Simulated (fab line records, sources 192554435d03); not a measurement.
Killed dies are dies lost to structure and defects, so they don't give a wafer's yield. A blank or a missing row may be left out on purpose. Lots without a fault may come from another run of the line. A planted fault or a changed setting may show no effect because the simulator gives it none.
One fault seen from 3 desks | flow n5_finfet | each desk has only its own numbers; what lay behind them comes last

THE DEFECT DESK
What the inspections along the route counted, lot by lot: means of the sampled wafers that have a number. A lot is out of limits, marked OUT, if its mean lies more than 4 standard deviations from the usual mean; the brackets give that distance.
Columns: A = raw_defect_count at N5_BEOL_M4_INSPECT_30, usual 445
lot  | first seen here | A
L164 | day 9 21:02     | 459
L165 | day 10 02:36    | 417
L168 | day 10 23:02    | 560
L171 | day 11 03:53    | 441
L175 | day 12 04:57    | 436
L181 | day 14 20:33    | 418
This desk's finding: nothing out of limits on any of the 6 lots.

THE METROLOGY DESK
What the gauges read, lot by lot, whatever tool the lot ran on: means of the sampled wafers that have a number. A lot is out of limits, marked OUT, if its mean lies more than 4 standard deviations from the usual mean; the brackets give that distance. Of its 12 readings 7 are shown: those that lie furthest out on some lot.
Columns: A = DIBL_N at N5_BEOL_M4_RC_MEAS_101, usual 36.1 mV/V; B = IOFF_N at N5_BEOL_M4_RC_MEAS_101, usual 0.154 nA/um; C = IOFF_P at N5_BEOL_M4_RC_MEAS_101, usual 0.21 nA/um; D = ION_P at N5_BEOL_M4_RC_MEAS_101, usual 461 uA/um; E = SS_P at N5_BEOL_M4_RC_MEAS_101, usual 73.3 mV/dec; F = VT_N at N5_BEOL_M4_RC_MEAS_101, usual 250.4 mV; G = VT_P at N5_BEOL_M4_RC_MEAS_101, usual -250 mV
lot  | first seen here | A    | B     | C    | D   | E    | F     | G
L164 | day 9 20:57     | 36.3 | 0.143 | 0.20 | 466 | 73.1 | 251.6 | -251
L165 | day 10 02:31    | 35.5 | 0.152 | 0.25 | 469 | 73.4 | 250.9 | -246
L168 | day 10 22:57    | 38.1 | 0.176 | 0.22 | 461 | 73.8 | 249.4 | -252
L171 | day 11 03:49    | 35.1 | 0.140 | 0.17 | 451 | 73.2 | 251.5 | -257
L175 | day 12 04:52    | 36.2 | 0.166 | 0.20 | 459 | 73.9 | 248.6 | -251
L181 | day 14 20:28    | 36.2 | 0.140 | 0.19 | 460 | 72.6 | 253.8 | -254
This desk's finding: nothing out of limits on any of the 6 lots.

THE TOOL OWNER'S DESK: rie_diel-01
The tool's own readings at N5_BEOL_M4_ETCH_70 (etches SOC in N2/H2, target depth 80 nm, overetch 24 nm, time 130 s): means of the sampled wafers that have a number, for each lot that ran on this tool. A lot is out of limits, marked OUT, if its mean lies more than 4 standard deviations from the usual mean; the brackets give that distance.
Columns: A = bias_w at N5_BEOL_M4_ETCH_70, usual 150.0 W; B = drypump_motor_current_A at N5_BEOL_M4_ETCH_70, usual 5.9 A; C = oes_product_au at N5_BEOL_M4_ETCH_70, usual 0.62 a.u.; D = rf_vpp_V at N5_BEOL_M4_ETCH_70, usual 525.6 V; E = showerhead_plenum_p_Torr at N5_BEOL_M4_ETCH_70, usual 2.60 Torr; F = throttle_valve_pct at N5_BEOL_M4_ETCH_70, usual 17.71 %
lot  | first seen here | A               | B   | C    | D               | E    | F
L165 | day 10 07:56    | 149.7           | 5.8 | 0.63 | 525.5           | 2.62 | 17.55
L168 | day 11 10:19    | 136.7 (-28) OUT | 5.7 | 0.62 | 497.6 (-14) OUT | 2.61 | 17.61
L171 | day 11 14:16    | 137.0 (-27) OUT | 5.8 | 0.61 | 496.9 (-14) OUT | 2.61 | 17.56
This desk's finding: out of limits on L168, L171; first on L168, day 11 10:19 (bias_w at N5_BEOL_M4_ETCH_70). In limits: L165.

PUT TOGETHER
The tool owner's desk could have raised an alarm at day 11 10:19, on L168, L171.
The defect desk saw nothing out of limits.
The metrology desk saw nothing out of limits.
The defect desk has L168, L171 on record, within its limits.
The metrology desk has L168, L171 on record, within its limits.
Of the lots named, all ran N5_BEOL_M4_ETCH_70 on rie_diel-01.

WHAT THE SIMULATOR HAD PUT IN
Process parameter drift: rie_diel-01, from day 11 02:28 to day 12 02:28, at N5_BEOL_M4_ETCH_70. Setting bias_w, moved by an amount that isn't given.
Lots struck among those shown: L168, L171.
Hours from the fault's start to each desk's first reading out of limits: the tool owner's desk, 8.
